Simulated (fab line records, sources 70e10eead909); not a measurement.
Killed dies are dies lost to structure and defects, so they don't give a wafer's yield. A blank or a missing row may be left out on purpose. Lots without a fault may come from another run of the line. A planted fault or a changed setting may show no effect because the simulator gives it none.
A struck lot beside a sound one | flow nand_harc | 41 steps out of a route of 1159
Sound: wafers L856.2, L856.4, L856.6. Struck: wafers L843.1, L843.2. (L843.3 of the same lot was not struck and is left out.) The cause comes at the end.
At each step with rows: each side's tool, then ch and its chambers, then its first start. Under that, the readings that differ: sound wafers | struck wafers | difference of the means | sigmas: that difference in standard deviations of wafers without a fault.
alike: readings whose means differ by less than 2 such deviations, and words and numbers that are the same on both sides. not compared: withheld readings, readings that some wafer has no value for, bounds like >300 that may hide the same value, and numbers for which the record gives no deviation and whose values overlap.
The two part at a step that has a row with sigmas, a row that says differs or no value, or rows on one side only. Numbers that don't overlap but have no deviation are shown without sigmas and don't part them. A reading that every wafer of one side lacks parts them only if that side has two wafers or more.

NHARC_A_M0_CD_MEAS_09: target cd 80 nm.
  sound on cd_sem-01 ch 0, day 20 20:06; struck on cd_sem-02 ch 0, day 17 21:41
  alike: cd_nm
NHARC_A_M0_OVL_MEAS_10: pitch 160 nm.
  sound on overlay-01, day 20 20:11; struck on overlay-02, day 17 21:47
  reading           | sound          | struck  | difference | sigmas
  overlay_x_nm (nm) | -0.4 -0.4 -0.4 | 1.5 1.2 | +1.8       | +2
  overlay_y_nm (nm) | -0.6 -1.2 -0.8 | 0.5 0.7 | +1.5       | +2
NHARC_A_M0_INSPECT_11:
  sound on defect_inspect-01, day 20 20:13; struck on defect_inspect-02, day 17 21:49
  alike: raw_defect_count
then, 3 steps without rows for these wafers: NHARC_A_M0_DESCUM_14 (chemistry O2, time 3 s); NHARC_A_M0_ETCH_34 (etches the open film in N2/H2, target depth 40 nm, overetch 12 nm, time 43.94 s); NHARC_A_M0_ETCH_15 (etches the open film in C4F8/Ar, target depth 150 nm, overetch 15 nm, time 82.5 s).
NHARC_A_M0_CD_MEAS_16:
  sound on cd_sem-03, day 20 20:35; struck on cd_sem-02, day 17 22:11
  alike: cd_nm
then, 5 steps without rows for these wafers: NHARC_A_M0_STRIP_18 (strips in N2/H2); NHARC_A_M0_STRIP_19 (strips in post etch residue remover, time 600 s); NHARC_A_M0_DEGAS_28 (time 60 s); NHARC_A_M0_PRE_CLEAN_29 (time 30 s); NHARC_A_M0_PVD_20 (deposits TaN, target thk 5 nm, time 8.06 s).
NHARC_A_M0_PVD_21: deposits Cu, target thk 30 nm, time 20.49 s.
  sound on pvd_sputter-02, day 20 21:26; struck on pvd_sputter-03, day 17 23:01
  alike: throttle_valve_pct
then, 1 step without rows for these wafers: NHARC_A_M0_ECD_22 (material Cu, target thk 400 nm).
NHARC_A_M0_ANNEAL_30: time 90 s.
  sound on rtp_anneal-02 ch 0, day 20 21:59; struck on rtp_anneal-01 ch 0, day 17 23:32
  alike: wafer_temp_C_max
NHARC_A_M0_CMP_23: polishes, t overpolish 20 s, target thk 113.75 nm.
  sound on cmp-01 ch 0,1, day 20 22:17; struck on cmp-03 ch 1,3, day 17 23:53
  reading                | sound          | struck    | difference | sigmas
  time_to_endpoint_s (s) | 30.0 27.8 29.9 | 19.6 19.9 | -9.5       | -3
  alike: motor_current_A
then, 1 step without rows for these wafers: NHARC_A_M0_SRD_25.
NHARC_A_M0_INSPECT_27:
  sound on defect_inspect-02, day 20 22:46; struck on defect_inspect-01, day 18 00:22
  alike: raw_defect_count
then, 12 steps without rows for these wafers: NHARC_A_M0_PRE_CLEAN_31 (time 12 s); NHARC_A_M0_DEP_32 (deposits SiCN, target thk 30 nm); NHARC_A_M1_DEP_00 (deposits SiOC, target thk 182.5 nm); NHARC_A_M1_DEHYDRATE_01 (time 120 s); NHARC_A_M1_HMDS_02 (time 30 s); NHARC_A_M1_COAT_34 (time 65 s); NHARC_A_M1_COAT_03 (resist thk 90 nm); NHARC_A_M1_SOFTBAKE_04 (time 55 s); NHARC_A_M1_EBR_05; NHARC_A_M1_EXPOSE_06 (exposes mask A M1, target cd 120 nm); NHARC_A_M1_PEB_07 (peb time 65 s); NHARC_A_M1_DEVELOP_08 (develop time 35 s).
NHARC_A_M1_CD_MEAS_09: target cd 120 nm.
  the record has rows for the sound wafers here (cd_sem-02 ch 0, day 21 00:19) and none for the struck ones
NHARC_A_M1_OVL_MEAS_10: pitch 240 nm.
  the record has rows for the sound wafers here (overlay-01, day 21 00:25) and none for the struck ones
NHARC_A_M1_INSPECT_11:
  the record has rows for the sound wafers here (defect_inspect-01, day 21 00:26) and none for the struck ones
NHARC_A_M1_DESCUM_14: chemistry O2, time 3 s.
  the record has rows for the sound wafers here (rie_diel-09 ch 2,3, day 21 00:30) and none for the struck ones
NHARC_A_M1_ETCH_35: etches the open film in N2/H2, target depth 40 nm, overetch 12 nm, time 43.94 s.
  the record has rows for the sound wafers here (rie_diel-09 ch 0,2, day 21 00:36) and none for the struck ones
NHARC_A_M1_ETCH_15: etches the open film in C4F8/Ar, target depth 182.5 nm, time 91.2 s.
  the record has rows for the sound wafers here (rie_diel-09 ch 0,2,3) and none for the struck ones
NHARC_A_M1_CD_MEAS_16:
  the record has rows for the sound wafers here (cd_sem-02, day 21 00:49) and none for the struck ones
then, 3 steps without rows for these wafers: NHARC_A_M1_STRIP_18 (strips in N2/H2); NHARC_A_M1_ETCH_28 (etches the open film in CF4/N2, target depth 30 nm, time 72.99 s); NHARC_A_M1_STRIP_19 (strips in post etch residue remover, time 600 s).
NHARC_END_SORT_01:
  the record has rows for the struck wafers here (prober-02 ch 0, day 19 20:19) and none for the sound ones

WHERE THEY PART
First at NHARC_A_M0_OVL_MEAS_10; last, within this record, at NHARC_END_SORT_01.

WHY: what the simulator had put in
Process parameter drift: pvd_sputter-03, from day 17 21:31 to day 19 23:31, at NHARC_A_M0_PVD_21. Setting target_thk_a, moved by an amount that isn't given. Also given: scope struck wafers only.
